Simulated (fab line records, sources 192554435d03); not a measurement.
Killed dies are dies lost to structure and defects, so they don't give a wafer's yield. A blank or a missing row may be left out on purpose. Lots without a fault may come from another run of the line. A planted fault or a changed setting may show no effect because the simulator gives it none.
One fault seen from 3 desks | flow n5_finfet | each desk has only its own numbers; what lay behind them comes last
Where a reading is given only as a bound, like >300, the bound stands for it, and a mean or a difference that rests on one is marked > or <: the true number lies beyond.

THE METROLOGY DESK
What the gauges read, lot by lot, whatever tool the lot ran on: means of the sampled wafers that have a number. A lot is out of limits, marked OUT, if its mean lies more than 4 standard deviations from the usual mean; the brackets give that distance. Of its 10 readings 7 are shown: those that lie furthest out on some lot.
Columns: A = DIBL_P at N5_BEOL_M4_RC_MEAS_101, usual 36.2 mV/V; B = IOFF_N at N5_BEOL_M4_RC_MEAS_101, usual 0.16 nA/um; C = IOFF_P at N5_BEOL_M4_RC_MEAS_101, usual 0.22 nA/um; D = ION_N at N5_BEOL_M4_RC_MEAS_101, usual 676 uA/um; E = SS_N at N5_BEOL_M4_RC_MEAS_101, usual 71.4 mV/dec; F = VT_N at N5_BEOL_M4_RC_MEAS_101, usual 250 mV; G = VT_P at N5_BEOL_M4_RC_MEAS_101, usual -250 mV
lot  | first seen here | A    | B    | C    | D   | E    | F   | G
L305 | day 9 03:01     | 38.1 | 0.18 | 0.28 | 682 | 72.1 | 246 | -245
L310 | day 10 02:40    | 35.9 | 0.16 | 0.23 | 682 | 71.3 | 250 | -247
L311 | day 10 22:37    | 38.5 | 0.17 | 0.24 | 688 | 72.1 | 247 | -249
L318 | day 12 06:01    | 37.2 | 0.19 | 0.21 | 678 | 71.7 | 245 | -251
This desk's finding: nothing out of limits on any of the 4 lots.

THE TOOL OWNER'S DESK: rie_diel-06
The tool's own readings at N5_BEOL_M0_SAQP_ETCH_83 (etches SiARC in CF4, target depth 39 nm, time 65 s): means of the sampled wafers that have a number, for each lot that ran on this tool. A lot is out of limits, marked OUT, if its mean lies more than 4 standard deviations from the usual mean; the brackets give that distance.
Columns: A = drypump_motor_current_A at N5_BEOL_M0_SAQP_ETCH_83, usual 5.6 A; B = etch_rf_on_time_s at N5_BEOL_M0_SAQP_ETCH_83, usual 64.8 s; C = oes_product_au at N5_BEOL_M0_SAQP_ETCH_83, usual 0.65 a.u.; D = rf_vpp_V at N5_BEOL_M0_SAQP_ETCH_83, usual 184.2 V; E = showerhead_plenum_p_Torr at N5_BEOL_M0_SAQP_ETCH_83, usual 2.15 Torr; F = throttle_valve_pct at N5_BEOL_M0_SAQP_ETCH_83, usual 15.68 %
lot  | first seen here | A   | B    | C    | D     | E    | F
L305 | day 6 12:41     | 5.8 | 64.0 | 0.64 | 183.6 | 2.10 | 15.65
L310 | day 7 18:10     | 5.5 | 63.8 | 0.70 | 184.5 | 2.13 | 15.54
L311 | day 8 04:25     | 5.5 | 63.1 | 0.69 | 184.4 | 2.20 | 15.66
This desk's finding: nothing out of limits on any of the 3 lots.

THE DEFECT DESK
What the inspections along the route counted, lot by lot: means of the sampled wafers that have a number. A lot is out of limits, marked OUT, if its mean lies more than 4 standard deviations from the usual mean; the brackets give that distance.
Columns: A = raw_defect_count at N5_BEOL_M0_SAQP_INSPECT_42, usual 279; B = raw_defect_count at N5_BEOL_M0_CUTY_INSPECT_59, usual 1.8
lot  | first seen here | A              | B
L305 | day 6 16:42     | 283            | 1.3
L310 | day 7 23:40     | 597 (+4.5) OUT | >101 (>+76) OUT
L311 | day 8 08:40     | 524            | >102 (>+77) OUT
L318 | day 10 00:42    | 354            | 3.7
This desk's finding: out of limits on L310, L311; first on L310, day 7 23:40 (raw_defect_count at N5_BEOL_M0_SAQP_INSPECT_42). In limits: L305, L318.

PUT TOGETHER
The defect desk could have raised an alarm at day 7 23:40, on L310, L311.
The metrology desk saw nothing out of limits.
The tool owner's desk saw nothing out of limits.
The metrology desk has L310, L311 on record, within its limits.
The tool owner's desk has L310, L311 on record, within its limits.
Of the lots named, all ran N5_BEOL_M0_SAQP_ETCH_83 on rie_diel-06.

WHAT THE SIMULATOR HAD PUT IN
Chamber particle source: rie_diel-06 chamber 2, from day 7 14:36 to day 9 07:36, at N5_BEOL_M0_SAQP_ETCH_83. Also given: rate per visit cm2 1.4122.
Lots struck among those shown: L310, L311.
Hours from the fault's start to each desk's first reading out of limits: the defect desk, 9.
